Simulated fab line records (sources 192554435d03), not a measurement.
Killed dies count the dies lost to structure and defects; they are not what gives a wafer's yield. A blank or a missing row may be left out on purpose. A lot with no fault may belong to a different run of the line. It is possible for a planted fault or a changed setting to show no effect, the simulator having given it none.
Split-lot trial -- flow n5_finfet -- 39 wafers read from 7 lots, route of 1938 steps

THE SPLIT ITSELF
At N5_HKMG_FIN_DEVELOP_48 (develop time 30 s), the setting develop_time_s was moved away from the recipe's 30 s on 12 of the 39 wafers read, by -55.8% to +16.9%. For the rest of the wafers, this setting stayed at what the recipe calls for.

Split to reading: the file shows no intervening step.

THE READING
cd_nm, in nm, at N5_HKMG_FIN_CD_MEAS_49 (target cd 202 nm). Typical for fault-free wafers on this fab line: 202.3 nm, with standard deviation 0.7 nm.

wafer,"tool, chamber at the split","develop_time_s as run, s",against the recipe,"cd_nm, nm",against lot-mates on the recipe
L076.1,"litho_track-05, 0",35.08,+16.9%,202.5,+0.6
L076.2,"litho_track-05, 0",35.08,+16.9%,202.5,+0.6
L076.3,"litho_track-05, 0",30,recipe,201.9,-
L076.4,"litho_track-05, 0",30,recipe,201.8,-
L076.5,"litho_track-05, 0",35.08,+16.9%,203.5,+1.6
L076.6,"litho_track-05, 0",30,recipe,202.1,-
L084.1,"litho_track-01, 0",13.26,-55.8%,198.0,-3.6
L084.2,"litho_track-01, 0",30,recipe,202.5,-
L084.3,"litho_track-01, 0",30,recipe,200.7,-
L084.4,"litho_track-01, 0",13.26,-55.8%,198.9,-2.7
L084.5,"litho_track-01, 0",13.26,-55.8%,198.9,-2.7
L084.6,"litho_track-01, 0",30,recipe,201.6,-
L085.1,"litho_track-05, 0",30,recipe,203.2,-
L085.2,"litho_track-05, 0",30,recipe,203.0,-
L085.3,"litho_track-05, 0",30,recipe,203.0,-
L085.4,"litho_track-05, 0",30,recipe,202.2,-
L085.5,"litho_track-05, 0",30,recipe,201.8,-
L085.6,"litho_track-05, 0",30,recipe,202.3,-
L089.1,"litho_track-05, 0",30,recipe,201.8,-
L089.3,"litho_track-05, 0",30,recipe,201.7,-
L089.6,"litho_track-05, 0",30,recipe,202.1,-
L088.1,"litho_track-05, 0",30,recipe,201.7,-
L088.2,"litho_track-05, 0",30,recipe,202.4,-
L088.3,"litho_track-05, 0",15.66,-47.8%,199.4,-2.4
L088.4,"litho_track-05, 0",15.66,-47.8%,198.5,-3.3
L088.5,"litho_track-05, 0",15.66,-47.8%,198.3,-3.5
L088.6,"litho_track-05, 0",30,recipe,201.3,-
L090.1,"litho_track-05, 0",24.03,-19.9%,201.0,-0.5
L090.2,"litho_track-05, 0",24.03,-19.9%,201.5,+0.0
L090.3,"litho_track-05, 0",24.03,-19.9%,201.4,-0.1
L090.4,"litho_track-05, 0",30,recipe,201.9,-
L090.5,"litho_track-05, 0",30,recipe,201.2,-
L090.6,"litho_track-05, 0",30,recipe,201.4,-
L092.1,"litho_track-03, 0",30,recipe,202.9,-
L092.2,"litho_track-03, 0",30,recipe,203.5,-
L092.3,"litho_track-03, 0",30,recipe,202.6,-
L092.4,"litho_track-03, 0",30,recipe,203.5,-
L092.5,"litho_track-03, 0",30,recipe,202.6,-
L092.6,"litho_track-03, 0",30,recipe,203.0,-

THE FIT
A straight line over all 39 wafers: cd_nm changes by +0.0645 nm for each +1% of develop_time_s; r = +0.89; the points scatter about the line by 0.68 nm.
The same after taking each lot's own level away (the mean of its wafers on the recipe; 39 wafers): +0.0555 nm for each +1%; r = +0.91; scatter 0.52 nm.
On that fit, the largest move of develop_time_s shifts the reading by 3.1 nm.
Measured against the standard deviation above, the lots' own levels, which go from 201.50 to 203.02 nm, span 2.2 times it.
In other words, the slope is changed by the lot-to-lot level; the two fits disagree.
Check: -2.94 nm against its lot-mates is what the line predicts for one of the wafers moved furthest among these (-55.8%) when that wafer is left out of the fit. It came out at -3.6 nm against them.

ADDITIONAL SPLITS CARRIED BY THESE WAFERS
Other splits were also applied to these wafers ahead of the reading. Each is held against what the fit with the lots' levels taken away leaves over:
other split on the same wafers,wafers away from the commonest value,r with cd_nm (lot level and that fit taken away)
N5_FIN_SAQP_ETCH_69 target_depth_a,15,-0.03

THE WHOLE CHAIN: every reading that the file lists as answering this split, in the file's order
step,what it does,reading,change (the file's fit),r (the file's)
N5_HKMG_FIN_CD_MEAS_49,target cd 202 nm,cd_nm,+0.0548 nm for each +1% of the setting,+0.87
N5_HKMG_FIN_DESCUM_53,"chemistry O2, time 7.9 s","CAR-ArF_of_HKMG_FIN_COAT_43.thk_nm (the simulator's own value, which no gauge read)",-0.0133 nm for each +1% of the setting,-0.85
N5_HKMG_FIN_ETCH_54,"etches SiARC in CF4, target depth 45.5 nm, time 75.8 s","HKMG_FIN.cd_offset_nm (the simulator's own value, which no gauge read)",+0.0573 nm for each +1% of the setting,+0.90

FILE'S OWN FIT
cd_nm changes by +0.0548 nm for each +1% of develop_time_s, r = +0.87.
